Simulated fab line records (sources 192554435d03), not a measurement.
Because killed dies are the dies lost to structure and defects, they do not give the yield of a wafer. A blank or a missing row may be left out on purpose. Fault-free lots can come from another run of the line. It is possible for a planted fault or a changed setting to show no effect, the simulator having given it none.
Matching of chambers / flow n5-finfet / 4 sister chambers for N5_DUMMY_GATE_ETCH_32 on rie-si-05
The step etches SiO2 in CF4, target depth 3.5 nm, time 3.9 s. 4 wafers are shown with their chamber, then 9 later ones without.

== WAFERS WITH THEIR CHAMBER ==
wafer=L084.2; chamber=3; drypump-motor-current-A (A)=5.9
wafer=L087.1; chamber=2; drypump-motor-current-A (A)=6.2
wafer=L087.4; chamber=1; drypump-motor-current-A (A)=5.2
wafer=L087.5; chamber=0; drypump-motor-current-A (A)=6.5

== WAFERS MISSING THEIR CHAMBER ==
wafer=L093.1; drypump-motor-current-A (A)=5.2
wafer=L093.4; drypump-motor-current-A (A)=5.8
wafer=L093.6; drypump-motor-current-A (A)=6.4
wafer=L094.2; drypump-motor-current-A (A)=5.3
wafer=L094.4; drypump-motor-current-A (A)=6.5
wafer=L094.5; drypump-motor-current-A (A)=5.9
wafer=L095.3; drypump-motor-current-A (A)=5.3
wafer=L095.5; drypump-motor-current-A (A)=6.5
wafer=L095.6; drypump-motor-current-A (A)=5.3

== WHICH CHAMBER EACH WENT THROUGH ==
wafer=L093.1; from the rows above=1; in truth=1
wafer=L093.4; from the rows above=3; in truth=3
wafer=L093.6; from the rows above=can't be placed: 0 or 2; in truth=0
wafer=L094.2; from the rows above=1; in truth=1
wafer=L094.4; from the rows above=0; in truth=0
wafer=L094.5; from the rows above=3; in truth=3
wafer=L095.3; from the rows above=1; in truth=1
wafer=L095.5; from the rows above=0; in truth=0
wafer=L095.6; from the rows above=1; in truth=1
8 of 9 placed correctly. Cannot be placed on the basis of these rows: 1; the candidates contain the true chamber in 1. Placed wrongly: 0.
How it was worked out, from the rows above alone: a wafer's distance from a chamber is the root of the sum, over the readings, of the square of ((its reading less the chamber's mean) divided by the reading's scatter). If the next closest chamber is less than 2 further off than the closest, the wafer can't be placed; otherwise it belongs to the closest. A chamber's mean is the mean of its shown wafers. The scatter: root of mean squared gap, hidden wafer to nearest shown wafer, with one shown wafer a chamber.
